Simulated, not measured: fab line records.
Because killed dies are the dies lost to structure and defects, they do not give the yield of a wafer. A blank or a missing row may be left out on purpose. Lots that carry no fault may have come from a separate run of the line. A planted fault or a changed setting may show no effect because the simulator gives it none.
Matching of chambers    flow n5_finfet    4 sister chambers for N5_SD_EPI_N_ETCH_45 on rie_diel-03
The step etches SiOCN in CH3F/O2, target depth 6 nm. 22 wafers are shown with their chamber, then 11 later ones without.

== EACH WAFER AND ITS CHAMBER ==
wafer   chamber  drypump_motor_current_A (A)  showerhead_plenum_p_Torr (Torr)  throttle_valve_pct (%)
L074.1  0        5.5                          1.97                             23.18
L074.4  2        5.3                          1.91                             23.39
L074.6  3        4.8                          2.07                             23.58
L076.2  2        5.3                          1.91                             23.42
L076.3  1        6.5                          2.13                             23.22
L076.5  3        4.9                          2.07                             23.59
L080.2  0        5.5                          1.96                             23.18
L080.3  3        4.8                          2.07                             23.62
L080.6  3        4.8                          2.07                             23.62
L086.1  3        4.8                          2.07                             23.61
L086.4  1        6.5                          2.12                             23.25
L086.5  0        5.5                          1.96                             23.20
L085.3  3        4.8                          2.07                             23.62
L085.4  1        6.5                          2.12                             23.25
L085.5  3        4.8                          2.07                             23.62
L087.4  0        5.5                          1.96                             23.21
L087.5  3        4.8                          2.07                             23.64
L087.6  1        6.5                          2.12                             23.25
L091.2  3        4.8                          2.06                             23.63
L091.3  0        5.5                          1.95                             23.22
L091.4  1        6.4                          2.11                             23.27
L093.2  2        5.3                          1.90                             23.43

SIGNATURES, as means of the wafers listed above
reading                   chamber 0  chamber 1  chamber 2  chamber 3  scatter within a chamber
drypump_motor_current_A   5.500      6.480      5.300      4.811      0.0306
showerhead_plenum_p_Torr  1.9600     2.1200     1.9067     2.0689     0.00556
throttle_valve_pct        23.1980    23.2480    23.4133    23.6144    0.0186
Rule: for a wafer and a chamber, the distance is found by dividing, reading by reading, the gap between the wafer's reading and the chamber's mean by the reading's scatter, squaring, summing and taking the root. The wafer belongs to the nearest chamber; if the next one is less than 2 further off, it can't be placed. The scatter: take each reading less its chamber's mean, square it, sum over the shown wafers, divide by the number of wafers less the number of chambers, and take the root.

== WAFERS WITH NO CHAMBER GIVEN ==
wafer   drypump_motor_current_A (A)  showerhead_plenum_p_Torr (Torr)  throttle_valve_pct (%)
L093.3  4.8                          2.06                             23.65
L093.4  4.8                          2.06                             23.65
L094.2  4.8                          2.06                             23.64
L094.4  6.5                          2.11                             23.27
L094.5  4.8                          2.06                             23.64
L095.1  6.4                          2.11                             23.27
L095.3  5.3                          1.90                             23.47
L095.6  6.5                          2.11                             23.26
L097.1  5.3                          1.90                             23.47
L097.2  6.5                          2.11                             23.28
L097.5  5.5                          1.95                             22.98

== WHICH CHAMBER EACH ONE RAN IN ==
wafer   from the rows above  in truth
L093.3  3                    3
L093.4  3                    3
L094.2  3                    3
L094.4  1                    1
L094.5  3                    3
L095.1  1                    1
L095.3  2                    2
L095.6  1                    1
L097.1  2                    2
L097.2  1                    1
L097.5  0                    0
11 of 11 placed correctly. Can't be placed from these rows: 0. Wrongly placed: 0.
